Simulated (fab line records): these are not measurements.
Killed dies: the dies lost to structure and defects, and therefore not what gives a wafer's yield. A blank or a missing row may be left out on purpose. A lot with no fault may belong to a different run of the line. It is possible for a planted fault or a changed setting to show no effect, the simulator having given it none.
2 desks looking at one fault -- flow n5-finfet -- numbers are kept per desk, each desk with only its own; the story behind them comes last

== THE METROLOGY DESK ==
What the gauges read, lot by lot, whatever tool the lot ran on: means of the sampled wafers that have a number. A lot is out of limits, marked OUT, if its mean lies more than 4 standard deviations from the usual mean; the brackets give that distance. Of its 10 readings 7 are shown: those that lie furthest out on some lot.
Columns: A = IOFF_N at N5_BEOL_M4_RC_MEAS_101, usual 0.16 nA/um; B = IOFF_P at N5_BEOL_M4_RC_MEAS_101, usual 0.21 nA/um; C = ION_N at N5_BEOL_M4_RC_MEAS_101, usual 675 uA/um; D = ION_P at N5_BEOL_M4_RC_MEAS_101, usual 463 uA/um; E = SS_N at N5_BEOL_M4_RC_MEAS_101, usual 71.5 mV/dec; F = VT_N at N5_BEOL_M4_RC_MEAS_101, usual 250 mV; G = VT_P at N5_BEOL_M4_RC_MEAS_101, usual -251 mV
lot,first seen here,A,B,C,D,E,F,G
L369,day 8 00:44,0.16,0.20,670,458,71.5,251,-254
L373,day 9 03:22,0.16,0.20,676,461,71.9,249,-251
L375,day 9 22:17,0.14,0.19,676,467,71.0,251,-249
L377,day 9 23:51,0.14,0.17,657,450,71.3,256,-256
L379,day 10 14:30,0.14,0.23,666,465,71.0,251,-247
L382,day 11 07:28,0.16,0.26,678,474,71.2,249,-247
L380,day 11 07:55,0.15,0.19,674,461,71.5,248,-252
L383,day 12 00:31,0.13,0.17,653,452,71.5,252,-255
L391,day 13 18:21,0.18,0.26,692,477,71.2,245,-246
This desk's finding: nothing out of limits on any of the 9 lots.

== AT THE TOOL OWNER'S DESK: ald-metal-02 ==
The tool's own readings at N5_HKMG_FIN_PWFM_ALD_03 (deposits TiN, target thk 2 nm, pulse time 1 s, purge time 3 s): means of the sampled wafers that have a number, for each lot that ran on this tool. A lot is out of limits, marked OUT, if its mean lies more than 4 standard deviations from the usual mean; the brackets give that distance.
Columns: A = heater-power-outer-w at N5_HKMG_FIN_PWFM_ALD_03, usual 526 W; B = heater-power-w at N5_HKMG_FIN_PWFM_ALD_03, usual 869 W; C = precursor-pulse-height-rel at N5_HKMG_FIN_PWFM_ALD_03, usual 1.000
lot,first seen here,A,B,C
L369,day 4 09:11,488,798,0.996
L377,day 6 09:29,515,873,1.017
L380,day 7 02:31,494,834,1.016
L382,day 7 13:33,465,740,0.996
L383,day 7 18:59,496,776,1.004
This desk's finding: nothing out of limits on any of the 5 lots.

== ALL TOGETHER ==
Nothing out of limits was seen by the metrology desk.
Nothing out of limits was seen by the tool owner's desk.

== WHAT THE SIMULATOR HAD INSERTED ==
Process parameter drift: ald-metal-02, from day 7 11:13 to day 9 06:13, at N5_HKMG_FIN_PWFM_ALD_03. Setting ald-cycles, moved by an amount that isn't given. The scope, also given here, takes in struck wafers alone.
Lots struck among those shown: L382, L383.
